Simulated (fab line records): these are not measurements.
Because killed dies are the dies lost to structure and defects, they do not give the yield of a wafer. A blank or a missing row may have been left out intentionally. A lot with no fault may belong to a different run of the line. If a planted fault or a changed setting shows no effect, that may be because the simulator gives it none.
A struck lot beside a sound one	flow nand harc	15 out of 1302 route steps
Sound: these wafers, L530.1, L530.3, L530.4. Wafers L539.1, L539.3, L539.4 were the ones struck. The cause is given at the end.
Order at every step that has rows: each side's tool, ch and its chambers, its first start. Under that, the readings that differ: sound wafers	struck wafers	difference of the means	sigmas: that difference in standard deviations of wafers without a fault.
alike: same words and numbers on both sides, and readings whose means sit less than 2 such deviations apart. not compared: any withheld reading, any reading some wafer has no value for, any bound like >300 that may hide the same value, and any number with overlapping values for which the record gives no deviation.
The two part at a step that has a row with sigmas, a row that says differs or no value, or rows on one side only. When numbers do not overlap yet have no deviation, they are printed without sigmas and do not part them. Lack of a reading on every wafer of one side parts them only where that side has two or more wafers.

NHARC_A_CONTACT_INSPECT_71:
  struck on defect inspect-02, day 25 21:41; sound on defect inspect-02, day 22 13:41
  alike: raw defect count
then, 3 steps without rows for these wafers: NHARC_A_CONTACT_DESCUM_74 (chemistry O2, time 3 s); NHARC_A_CONTACT_ETCH_75 (etches the open film in CF4, target depth 39 nm, time 65 s); NHARC_A_CONTACT_ETCH_76 (etches the open film in N2/H2, target depth 260 nm, time 475.3 s).
NHARC_A_CONTACT_ETCH_77: etches the open film in CF4/CHF3, target depth 108.9 nm, time 54.5 s.
  sound: rie diel-09 ch 1,2,3; struck: rie diel-09 ch 1,2,3
reading	sound	struck	difference	sigmas
rf hours counter h (h)	2 2 1	16 17 17	+15	
  alike: bias w, cf4 flow sccm, chf3 flow sccm, drypump motor current A, oes product au, rf vpp V, showerhead plenum p Torr, throttle valve pct
NHARC_A_CONTACT_ETCH_78: etches the open film in O2/COS, target depth 5300 nm, time 1378 s.
  sound: rie diel-09 ch 1,2,3; struck: rie diel-09 ch 0,1,2
reading	sound	struck	difference	sigmas
rf hours counter h (h)	2 1 2	17 17 17	+15	
  alike: bias w, chamber pressure mTorr, drypump motor current A, oes product au, rf vpp V, showerhead plenum p Torr, throttle valve pct
then, 3 steps without rows for these wafers: NHARC_A_CONTACT_ETCH_124 (etches the open film in C4F8/O2/Ar, time 140 s, target depth 700 nm); NHARC_A_CONTACT_ETCH_125 (etches the open film in C4F8/O2/Ar, time 197 s, target depth 1918 nm); NHARC_A_CONTACT_ETCH_126 (etches the open film in C4F8/O2/Ar, time 197 s, target depth 1918 nm).
NHARC_A_CONTACT_ETCH_127: etches the open film in C4F8/O2/Ar, time 197 s, target depth 1918 nm.
  sound on har cap etch-02 ch 0,1, day 22 15:53; struck on har cap etch-02 ch 0,1, day 25 23:50
  alike: chamber pressure mTorr, oes air line au
  not compared: rf hours counter h
NHARC_A_CONTACT_ETCH_128: etches the open film in C4F8/O2/Ar, time 197 s, target depth 1918 nm.
  sound on har cap etch-02 ch 0,1, day 22 16:04; struck on har cap etch-02 ch 0,1, day 26 00:00
  alike: chamber pressure mTorr, oes air line au
  not compared: rf hours counter h
NHARC_A_CONTACT_ETCH_129: etches the open film in C4F8/O2/Ar, time 197 s, target depth 1918 nm.
  sound on har cap etch-02 ch 0,1, day 22 16:14; struck on har cap etch-02 ch 0,1, day 26 00:11
  alike: chamber pressure mTorr, oes air line au
  not compared: rf hours counter h
NHARC_A_CONTACT_ETCH_130: etches the open film in C4F8/O2/Ar, time 197 s, target depth 1918 nm.
  sound on har cap etch-02 ch 0,1, day 22 16:25; struck on har cap etch-02 ch 0,1, day 26 00:22
  no value came back on the struck wafers for chamber pressure mTorr (mTorr), oes air line au (a.u.); on the sound wafers chamber pressure mTorr (mTorr) reads 19.985 20.009 19.991
  not compared: rf hours counter h
then, 1 step without rows for these wafers: NHARC_A_CONTACT_ETCH_131 (etches the open film in C4F8/O2/Ar, time 197 s, target depth 1918 nm).
-- the record jumps here: 2 days lie between the struck wafers' starts before and after (it left off in module A_CONTACT and takes up again in module END, whose first step shown is number 1302 of the route) --
NHARC_END_SORT_01:
  sound on prober-02 ch 0, day 25 04:06; struck on prober-01 ch 0, day 28 05:53
reading	sound	struck	difference	sigmas
killed at array	51 55 44	671 672 673	+622	+28
killed dies	61 60 49	677 677 677	+620	+27
  alike: killed at other, killed at periphery, killed open, killed short

== WHERE THEY PART ==
First at NHARC_A_CONTACT_ETCH_130; last, within this record, at NHARC_END_SORT_01.

WHY: what had been put in by the simulator
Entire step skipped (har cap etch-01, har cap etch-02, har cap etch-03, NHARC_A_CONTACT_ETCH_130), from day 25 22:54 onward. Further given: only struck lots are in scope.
